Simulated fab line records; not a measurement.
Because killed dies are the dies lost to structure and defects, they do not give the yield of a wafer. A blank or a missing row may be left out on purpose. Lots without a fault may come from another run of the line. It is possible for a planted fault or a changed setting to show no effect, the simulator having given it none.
What tool caused it?    flow nand harc    42 wafers from 14 lots sampled at 6 of the route's 1302 steps

WHAT THE GAUGES READ, wafer by wafer
NHARC_P_ZERO_WELL_INSPECT_43. Usual: raw defect count 14, standard deviation 7.
lot   measured      on                 raw defect count  flag
L807  day 2 13:58   defect inspect-02  5 4 6             
L808  day 2 23:43   defect inspect-01  22 13 9           
L809  day 3 09:26   defect inspect-02  18 21 11          
L810  day 3 20:02   defect inspect-02  10 13 19          
L811  day 4 07:41   defect inspect-01  18 18 17          
L812  day 4 15:26   defect inspect-02  13 26 24          
L813  day 5 01:44   defect inspect-01  12 27 13          
L814  day 5 11:33   defect inspect-02  5 6 11            
L816  day 6 07:41   defect inspect-02  11 19 13          
L817  day 6 17:38   defect inspect-01  8 12 16           
L819  day 7 13:35   defect inspect-01  10 11 3           
L821  day 8 09:38   defect inspect-02  9 10 13           
L822  day 8 19:27   defect inspect-02  27 10 20          
L829  day 11 17:40  defect inspect-01  17 12 15          

NHARC_P_STI_CD_MEAS_09: target cd 200 nm. Usual: cd nm 200.4 nm, standard deviation 1.7.
lot   measured      on         cd nm (nm)         flag
L807  day 3 05:26   cd sem-02  199.0 202.0 201.5  
L808  day 3 16:31   cd sem-02  202.1 201.3 198.8  
L809  day 3 23:55   cd sem-03  200.5 200.7 199.4  
L810  day 4 13:21   cd sem-01  201.9 201.2 200.0  
L811  day 4 23:28   cd sem-03  201.8 199.3 199.9  
L812  day 5 07:23   cd sem-03  202.2 202.1 199.7  
L813  day 5 16:56   cd sem-01  199.6 198.9 202.4  
L814  day 6 04:40   cd sem-01  201.6 200.6 200.4  
L816  day 7 04:01   cd sem-02  201.0 200.0 200.9  
L817  day 7 10:10   cd sem-03  201.9 200.2 201.6  
L819  day 8 04:03   cd sem-02  199.0 204.0 201.0  
L821  day 9 00:23   cd sem-02  68.2 69.0 68.9     OFF
L822  day 9 11:07   cd sem-03  71.0 72.4 72.7     OFF
L829  day 12 09:50  cd sem-02  199.6 201.8 201.0  

NHARC_P_STI_OCD_MEAS_17. Usual: trench foot cd nm 158.6 nm, standard deviation 1.9.
lot   measured      on      trench foot cd nm (nm)  flag
L807  day 3 06:14   ocd-02  157.7 159.5 159.4       
L808  day 3 17:18   ocd-02  159.9 159.7 157.0       
L809  day 4 00:42   ocd-01  157.8 159.0 157.5       
L810  day 4 14:08   ocd-01  160.0 159.1 158.5       
L811  day 5 00:16   ocd-02  159.8 158.7 157.8       
L812  day 5 08:10   ocd-01  160.6 159.9 158.0       
L813  day 5 17:43   ocd-02  159.2 157.1 161.8       
L814  day 6 05:27   ocd-02  160.1 158.3 157.3       
L816  day 7 04:48   ocd-01  158.7 157.9 159.4       
L817  day 7 10:59   ocd-02  159.9 158.8 161.3       
L819  day 8 04:50   ocd-02  157.0 162.4 159.1       
L821  day 9 01:10   ocd-01  26.1 27.5 25.8          OFF
L822  day 9 11:55   ocd-02  29.5 30.9 30.8          OFF
L829  day 12 10:40  ocd-01  158.4 159.9 158.2       

NHARC_P_STI_OCD_MEAS_43. Usual: trench foot cd nm 158.7 nm, standard deviation 1.8.
lot   measured      on      trench foot cd nm (nm)  flag
L807  day 3 06:44   ocd-01  157.5 159.5 158.2       
L808  day 3 17:49   ocd-01  160.3 159.8 157.1       
L809  day 4 01:13   ocd-02  157.7 159.3 158.1       
L810  day 4 14:40   ocd-02  160.0 159.4 158.2       
L811  day 5 00:47   ocd-01  160.2 158.4 158.1       
L812  day 5 08:40   ocd-02  160.0 160.4 157.3       
L813  day 5 18:14   ocd-01  159.1 156.8 162.2       
L814  day 6 05:57   ocd-01  159.9 158.5 157.5       
L816  day 7 05:18   ocd-02  159.0 157.8 159.4       
L817  day 7 11:29   ocd-01  159.8 159.3 161.0       
L819  day 8 05:20   ocd-01  157.2 162.0 159.7       
L821  day 9 01:40   ocd-02  25.8 27.4 26.7          OFF
L822  day 9 12:25   ocd-01  29.0 31.6 31.3          OFF
L829  day 12 11:10  ocd-01  158.1 160.5 158.1       

WHICH TOOL RAN EACH LOT (tool, then ch and the chambers of the sampled wafers, then the start)
lot   NHARC_P_ZERO_WELL_DESCUM_39         NHARC_P_STI_PEB_07
L807  rie diel-11 ch 0,1, day 2 10:39     litho track-07 ch 0, day 3 05:22
L808  rie diel-07 ch 0,2, day 2 20:26     litho track-02 ch 0, day 3 16:25
L809  rie diel-07 ch 0,2,3, day 3 06:08   litho track-03 ch 0, day 3 23:50
L810  rie diel-07 ch 0,1, day 3 16:12     litho track-02 ch 0, day 4 13:16
L811  rie diel-07 ch 0,2, day 4 04:24     litho track-03 ch 0, day 4 23:22
L812  rie diel-06 ch 1,2, day 4 12:07     litho track-02 ch 0, day 5 07:17
L813  rie diel-11 ch 0,2,3, day 4 22:26   litho track-07 ch 0, day 5 16:51
L814  rie diel-11 ch 0,2,3, day 5 08:08   litho track-07 ch 0, day 6 04:35
L816  rie diel-11 ch 0,2,3, day 6 04:23   litho track-03 ch 0, day 7 03:56
L817  rie diel-07 ch 0,1, day 6 14:15     litho track-03 ch 0, day 7 10:04
L819  rie diel-07 ch 2,3, day 7 10:19     litho track-03 ch 0, day 8 03:58
L821  rie diel-11 ch 0,1,2, day 8 06:19   litho track-03 ch 0, day 9 00:17
L822  rie diel-07 ch 1,2,3, day 8 16:08   litho track-03 ch 0, day 9 11:02
L829  rie diel-06 ch 0,2,3, day 11 14:23  litho track-02 ch 0, day 12 09:45
- NHARC_P_ZERO_WELL_DESCUM_39: chemistry O2, time 3 s.
- NHARC_P_STI_PEB_07: peb time 80 s.

AS READ BY THE TOOLS THEMSELVES (means over the sampled wafers that have a number; for cases with no such wafer, the mark the record gives instead)
NHARC_P_ZERO_WELL_DESCUM_39. Usual: drypump motor current A 6.0 A, standard deviation 0.41; oes product au 1.001 a.u., standard deviation 0.01; rf vpp V 57.6 V, standard deviation 0.99; showerhead plenum p Torr 1.90 Torr, standard deviation 0.094; throttle valve pct 11.311 %, standard deviation 0.0093.
lot   tool         drypump motor current A (A)  oes product au (a.u.)  rf vpp V (V)  showerhead plenum p Torr (Torr)  throttle valve pct (%)  flag
L807  rie diel-11  6.2                          0.988                  57.6          1.78                             11.304                  
L808  rie diel-07  6.0                          0.998                  57.8          1.92                             11.305                  
L809  rie diel-07  5.8                          0.999                  57.7          1.94                             11.315                  
L810  rie diel-07  6.5                          0.998                  56.8          1.84                             11.312                  
L811  rie diel-07  6.0                          0.994                  57.3          1.92                             11.310                  
L812  rie diel-06  5.4                          0.990                  58.2          1.93                             11.307                  
L813  rie diel-11  5.9                          1.007                  57.6          1.92                             11.307                  
L814  rie diel-11  5.9                          1.009                  57.2          1.91                             11.311                  
L816  rie diel-11  5.8                          1.004                  57.1          1.91                             11.314                  
L817  rie diel-07  6.5                          1.000                  57.4          1.83                             11.314                  
L819  rie diel-07  5.6                          1.004                  56.9          1.95                             11.312                  
L821  rie diel-11  5.9                          1.001                  57.1          1.87                             11.314                  
L822  rie diel-07  6.0                          1.015                  57.9          1.92                             11.313                  
L829  rie diel-06  5.7                          0.992                  58.6          1.93                             11.307                  

NHARC_P_STI_PEB_07. Usual: heater power total W 189.8 W, standard deviation 0.76.
lot   tool            heater power total W (W)  flag
L807  litho track-07  190.5                     
L808  litho track-02  190.0                     
L809  litho track-03  189.6                     
L810  litho track-02  189.4                     
L811  litho track-03  189.5                     
L812  litho track-02  189.9                     
L813  litho track-07  189.3                     
L814  litho track-07  190.3                     
L816  litho track-03  189.0                     
L817  litho track-03  190.6                     
L819  litho track-03  190.1                     
L821  litho track-03  490.8                     OFF
L822  litho track-03  491.1                     OFF
L829  litho track-02  189.6                     

THE ANSWER, worked out from the rows above alone
Rule: lot off if the mean of its wafers having a number is beyond 3 standard deviations from the usual mean. Also off: a lot with no number at a reading for which 4 or more lots have one. The other lots that the step has rows for count as sound. The gauges are gone through in route order, then the tools' own readings, and for those a lot's mean is taken as printed above. At the first step where some lot is off, the reading lying furthest off is the one used; lots without a number count as furthest.
Off at NHARC_P_STI_CD_MEAS_09 (cd nm): L821, L822.
If a tool, at a process step before that reading, ran all the lots that are off and no sound lot after the first of them, it fits. The gauges at NHARC_P_STI_CD_MEAS_09 aren't tried: what is off there is off at NHARC_P_STI_OCD_MEAS_17 too, on other tools, and a gauge's error can't cause that. One candidate fits, namely litho track-03 at NHARC_P_STI_PEB_07. A fault onset in the window from L819 (day 8 03:58, its last sound lot) to L821 (day 9 00:17, its first lot off) fits.
The tool's own readings at NHARC_P_STI_PEB_07 bear it out: on the lots that are off they differ by more than 5 times the standard deviation of the sound lots' means. heater power total W reads 491.0 W there against 189.8 W on the sound lots.

WHAT THE SIMULATOR HAD PUT IN
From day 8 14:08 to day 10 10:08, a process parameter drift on litho track-03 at NHARC_P_STI_PEB_07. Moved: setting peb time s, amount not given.
Lots struck among those shown: L821, L822. The rule given above showed the same thing.
